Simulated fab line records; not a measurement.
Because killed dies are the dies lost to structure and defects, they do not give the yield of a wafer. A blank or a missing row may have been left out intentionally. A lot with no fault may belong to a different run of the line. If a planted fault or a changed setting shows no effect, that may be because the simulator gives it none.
fab line records -- flow nand_harc -- part 2 of 2: steps 5 to 6 of 6
record lots=21, wafers=63, last_day=32
route steps=1302 shown A_STAIRCASE@808
lots untouched by any fault: they come from a run of this same line in which no faults occurred
start_h: the number of hours between the record's first day and the start of the first shown wafer of the lot -- wait_h: hours elapsed since this lot's preceding step -- " the same as in the row above -- L1.1+2: several wafers, shown together as one row -- - no value, or no start was given -- * or withheld: withheld -- < > ~ a bound
route shown NAME@n: a module of which the file shows steps, and the number in the route of the first -- usual: mean and standard deviation over wafers with no fault -- same: alike in all rows -- chamber/n: place in a boat -- sites: per-site readings -- _std_site: their standard deviation -- _edge_site: mean of outer sites minus mean of inner sites -- radius_mm: how far each site lies from the wafer's centre -- mask NAME#n: copy n -- behind: the tool/chamber that last shaped the wafer -- hold: why the lot was held/for how many hours/how that ended -- device: the transistor (n, p or np) that didn't switch -- end of line: the route-end tests of the same wafers -- a step with no rows: only its recipe -- killed: at the first sort, the dies lost to defects and structure; wafer yield is something else -- map: a wafer's dies, marking killed ones x, the rest . and places with no die _
set.NAME: setting as actually run; set.NAME@STEP: the setting as run at that earlier step -- model.NAME: the simulator's own value behind a step, which no gauge read
the route's steps for a sample of lots (tables are steps, rows are wafers)
services: a tool's chamber out of use, with start hour (start_h, from the record's first day; less than 0 if before it), hours out, and reason
## steps
# step NHARC_A_STAIRCASE_ETCHBACK_416
# recipe target_depth_a=360, time_s=7.2, c4f8_flow_sccm=withheld, o2_flow_sccm=8, ar_flow_sccm=withheld, rf_w=600, bias_w=800, chemistry=C4F8/O2/Ar
# usual oes_product_au=0.932/0.023, rf_vpp_V=722/4.3
lot.wafer,tool,chamber,start_h,wait_h,oes_product_au,rf_hours_counter_h,rf_vpp_V
L074.3,rie_diel-09,2,-,-,0.938,15,727
L074.5,rie_diel-09,0,-,-,0.921,-,722
L074.6,rie_diel-09,1,-,-,0.913,-,724
L075.2,rie_diel-12,2,-,-,0.912,49,731
L075.1,rie_diel-12,0,-,-,0.924,43,725
L075.5,rie_diel-12,2,-,-,0.907,-,729
L076.1,rie_diel-12,2,-,-,0.915,50,732
L076.3,rie_diel-12,1,-,-,0.921,47,718
L076.6,rie_diel-12,3,-,-,0.935,-,723
L078.2,rie_diel-12,3,-,-,1.027,50,723
L078.4,rie_diel-12,0,-,-,1.006,50,724
L078.5,rie_diel-12,2,-,-,0.987,-,730
L077.1,rie_diel-02,1,-,-,0.927,9,724
L077.6,rie_diel-02,2,-,-,0.930,-,717
L077.5,rie_diel-02,3,-,-,0.935,-,717
L079.2,rie_diel-12,1,-,-,0.921,56,718
L079.3,rie_diel-12,3,-,-,0.942,51,724
L079.5,rie_diel-12,1,-,-,0.917,-,719
L080.4,rie_diel-02,1,447.83,2.6,0.929,15,724
L080.5,rie_diel-02,3,447.83,2.6,0.936,-,717
L080.6,rie_diel-02,0,447.83,2.6,0.937,-,722
L081.2,rie_diel-02,2,-,-,0.922,21,718
L081.3,rie_diel-02,3,-,-,0.935,22,719
L081.1,rie_diel-02,0,-,-,0.937,18,722
L082.4,rie_diel-12,2,-,-,0.979,10,731
L082.6,rie_diel-12,0,-,-,1.010,-,724
L082.5,rie_diel-12,1,-,-,0.989,-,718
L084.2,rie_diel-02,2,-,-,0.923,26,717
L084.3,rie_diel-02,3,-,-,0.935,26,718
L084.6,rie_diel-02,2,-,-,0.926,-,717
L085.1,rie_diel-12,1,-,-,0.910,15,718
L085.4,rie_diel-12,0,-,-,0.936,14,724
L085.6,rie_diel-12,2,-,-,0.909,-,729
L086.1,rie_diel-12,0,-,-,0.934,18,723
L086.2,rie_diel-12,2,-,-,0.927,21,730
L086.6,rie_diel-12,3,-,-,0.935,-,724
L088.1,rie_diel-12,3,-,-,0.930,26,724
L088.2,rie_diel-12,0,-,-,0.934,26,724
L088.4,rie_diel-12,1,-,-,0.925,25,717
L087.4,rie_diel-02,0,-,-,0.923,38,723
L087.1,rie_diel-02,1,-,-,0.939,41,723
L087.3,rie_diel-02,2,-,-,0.925,36,717
L091.4,rie_diel-09,0,-,-,0.924,13,722
L091.1,rie_diel-09,3,-,-,0.942,10,717
L091.6,rie_diel-09,1,-,-,0.934,-,725
L089.3,rie_diel-09,3,-,-,0.940,10,716
L089.2,rie_diel-09,0,-,-,0.922,14,721
L089.6,rie_diel-09,2,-,-,0.924,-,726
L090.3,rie_diel-12,3,-,-,0.937,37,723
L090.5,rie_diel-12,3,-,-,0.934,-,724
L090.6,rie_diel-12,0,-,-,0.933,-,725
L093.4,rie_diel-12,2,-,-,0.910,43,730
L093.1,rie_diel-12,0,-,-,0.927,44,724
L093.5,rie_diel-12,1,-,-,0.925,-,717
L094.3,rie_diel-02,0,-,-,0.924,1,721
L094.1,rie_diel-02,1,-,-,0.922,1,723
L094.5,rie_diel-02,3,-,-,0.941,-,716
L095.4,rie_diel-09,3,-,-,0.923,23,716
L095.2,rie_diel-09,0,-,-,0.927,28,722
L095.5,rie_diel-09,3,-,-,0.918,-,716
L096.1,rie_diel-12,1,-,-,0.932,55,719
L096.4,rie_diel-12,3,-,-,0.926,53,723
L096.5,rie_diel-12,0,-,-,0.926,-,724
# step NHARC_A_STAIRCASE_STRIP_476
# recipe time_s=20, o2_flow_sccm=500, ar_flow_sccm=0, bias_w=0, chemistry=O2
# usual drypump_motor_current_A=5.7/0.34, oes_product_au=1.002/0.011, rf_vpp_V=57.7/0.92, showerhead_plenum_p_Torr=3.50/0.14, throttle_valve_pct=17.037/0.01
lot.wafer,tool,chamber,start_h,wait_h,drypump_motor_current_A,oes_product_au,rf_hours_counter_h,rf_vpp_V,showerhead_plenum_p_Torr,throttle_valve_pct
L074.3,rie_diel-09,0,376.76,0.1,5.3,0.999,16,57.3,3.50,17.027
L074.5,rie_diel-09,3,376.76,0.1,5.9,0.993,-,56.9,3.36,17.045
L074.6,rie_diel-09,0,376.76,0.1,5.3,0.993,-,57.3,3.50,17.064
L075.1,rie_diel-12,3,400.24,0.1,5.1,1.020,44,58.5,3.55,17.034
L075.2,rie_diel-12,1,400.24,0.1,5.6,0.991,46,55.8,3.36,17.043
L075.5,rie_diel-12,0,400.24,0.1,5.6,0.996,-,57.8,3.57,17.052
L076.3,rie_diel-12,3,402.23,0.1,5.1,1.005,45,57.9,3.55,17.041
L076.1,rie_diel-12,2,402.23,0.1,6.0,0.992,50,60.0,3.78,17.028
L076.6,rie_diel-12,0,402.23,0.1,5.6,1.000,-,58.6,3.57,17.027
L078.2,rie_diel-12,3,423.86,0.1,5.0,1.015,50,58.4,3.55,17.027
L078.4,rie_diel-12,0,423.86,0.1,5.6,1.015,50,57.1,3.56,17.033
L078.5,rie_diel-12,2,423.86,0.1,6.0,0.993,-,58.9,3.78,17.023
L077.1,rie_diel-02,0,424.35,0.1,6.1,1.016,10,55.9,3.51,17.054
L077.5,rie_diel-02,3,424.35,0.1,5.2,0.999,-,57.1,3.33,17.043
L077.6,rie_diel-02,0,424.35,0.1,6.1,1.023,-,58.4,3.51,17.032
L079.3,rie_diel-12,3,428.60,0.1,5.1,1.038,51,58.1,3.55,17.031
L079.2,rie_diel-12,0,428.60,0.1,5.6,1.007,51,57.6,3.56,17.042
L079.5,rie_diel-12,2,428.60,0.1,6.0,0.996,-,57.3,3.77,17.047
L080.4,rie_diel-02,1,447.91,0.1,6.0,0.994,15,57.6,3.56,17.039
L080.5,rie_diel-02,0,447.91,0.1,6.1,0.997,-,56.8,3.51,17.036
L080.6,rie_diel-02,1,447.91,0.1,6.0,0.995,-,58.5,3.56,17.036
L081.1,rie_diel-02,3,468.54,0.1,5.3,1.008,22,58.6,3.32,17.044
L081.3,rie_diel-02,0,468.54,0.1,6.1,1.000,18,58.5,3.50,17.033
L081.2,rie_diel-02,1,468.54,0.1,6.0,1.004,25,57.1,3.55,17.048
L082.4,rie_diel-12,0,471.54,0.1,5.6,1.023,6,57.6,3.56,17.044
L082.6,rie_diel-12,0,471.54,0.1,5.6,1.024,-,57.6,3.56,17.011
L082.5,rie_diel-12,1,471.54,0.1,5.6,1.004,-,57.0,3.35,17.041
L084.3,rie_diel-02,1,487.69,0.1,6.0,1.004,30,56.3,3.55,17.046
L084.2,rie_diel-02,2,487.69,0.1,5.7,0.996,26,56.8,3.32,17.029
L084.6,rie_diel-02,1,487.69,0.1,6.0,1.008,-,59.3,3.55,17.018
L085.4,rie_diel-12,3,499.07,0.1,5.1,1.010,15,57.6,3.54,17.046
L085.1,rie_diel-12,0,499.07,0.1,5.6,1.009,14,58.2,3.55,17.033
L085.6,rie_diel-12,1,499.07,0.1,5.5,0.992,-,57.2,3.35,17.028
L086.2,rie_diel-12,2,506.36,0.1,6.0,0.998,21,57.7,3.76,17.054
L086.1,rie_diel-12,3,506.36,0.1,5.1,1.021,19,57.5,3.53,17.040
L086.6,rie_diel-12,1,506.36,0.1,5.5,0.996,-,58.4,3.34,17.034
L088.4,rie_diel-12,3,524.10,0.1,5.1,1.002,26,57.6,3.53,17.041
L088.2,rie_diel-12,0,524.10,0.1,5.6,1.003,26,56.0,3.55,17.042
L088.1,rie_diel-12,2,524.10,0.1,6.0,0.986,27,58.7,3.75,17.058
L087.3,rie_diel-02,3,527.94,0.1,5.2,1.014,39,59.0,3.31,17.036
L087.4,rie_diel-02,0,527.94,0.1,6.1,0.989,38,58.2,3.50,17.031
L087.1,rie_diel-02,1,527.94,0.1,6.0,1.018,41,57.1,3.54,17.034
L091.4,rie_diel-09,0,539.32,0.1,5.3,1.000,13,58.0,3.47,17.046
L091.1,rie_diel-09,1,539.32,0.1,6.2,1.005,11,58.5,3.61,17.026
L091.6,rie_diel-09,0,539.32,0.1,5.2,0.983,-,59.2,3.47,17.039
L089.3,rie_diel-09,2,542.64,0.1,5.7,1.010,12,57.7,3.63,17.045
L089.2,rie_diel-09,3,542.64,0.1,5.9,1.015,10,58.1,3.34,17.046
L089.6,rie_diel-09,3,542.64,0.1,5.9,1.017,-,57.5,3.34,17.014
L090.3,rie_diel-12,0,550.11,0.1,5.6,1.005,36,58.4,3.54,17.036
L090.6,rie_diel-12,2,550.11,0.1,6.0,0.987,-,59.8,3.75,17.050
L090.5,rie_diel-12,3,550.11,0.1,5.1,1.009,-,59.5,3.52,17.050
L093.4,rie_diel-12,3,573.62,0.1,5.1,1.014,44,57.2,3.52,17.032
L093.1,rie_diel-12,0,573.62,0.1,5.6,1.005,44,55.5,3.54,17.039
L093.5,rie_diel-12,0,573.62,0.1,5.6,0.999,-,58.3,3.54,17.020
L094.1,rie_diel-02,1,584.40,0.1,6.0,0.999,1,58.6,3.53,17.043
L094.3,rie_diel-02,0,584.40,0.1,6.1,0.992,1,58.5,3.48,17.028
L094.5,rie_diel-02,1,584.40,0.1,6.0,1.008,-,56.4,3.53,17.015
L095.4,rie_diel-09,2,595.22,0.1,5.7,0.986,24,58.5,3.63,17.041
L095.2,rie_diel-09,3,595.22,0.1,5.9,1.005,23,57.6,3.33,17.028
L095.5,rie_diel-09,2,595.22,0.1,5.7,0.990,-,58.3,3.63,17.032
L096.4,rie_diel-12,1,597.22,0.1,5.6,0.994,55,58.8,3.33,17.030
L096.1,rie_diel-12,3,597.22,0.1,5.1,1.000,53,58.3,3.52,17.038
L096.5,rie_diel-12,1,597.22,0.1,5.6,1.001,-,56.7,3.32,17.035
## services
tool,chamber,start_h,hours,kind
rie_diel-12,0,352.01,-,clean
rie_diel-12,1,352.01,-,clean
rie_diel-12,2,352.01,-,clean
rie_diel-12,3,352.01,-,clean
rie_diel-02,1,352.67,2.9,repair
rie_diel-09,1,362.60,6.4,repair
rie_diel-12,0,376.51,-,clean
rie_diel-12,1,376.51,-,clean
rie_diel-12,2,376.51,-,clean
rie_diel-12,3,376.51,-,clean
rie_diel-09,-,382.34,0.5,repair
rie_diel-12,0,401.07,-,clean
rie_diel-12,1,401.07,-,clean
rie_diel-12,2,401.07,-,clean
rie_diel-12,3,401.07,-,clean
rie_diel-09,1,402.16,8.5,repair
rie_diel-12,0,425.57,-,clean
rie_diel-02,0,426.05,19.7,repair
rie_diel-12,1,434.40,1.4,repair
rie_diel-12,-,446.70,9.0,pm
rie_diel-09,-,492.81,0.4,repair
rie_diel-09,-,499.27,9.0,pm
rie_diel-09,3,516.98,9.6,repair
rie_diel-09,-,569.71,7.4,repair
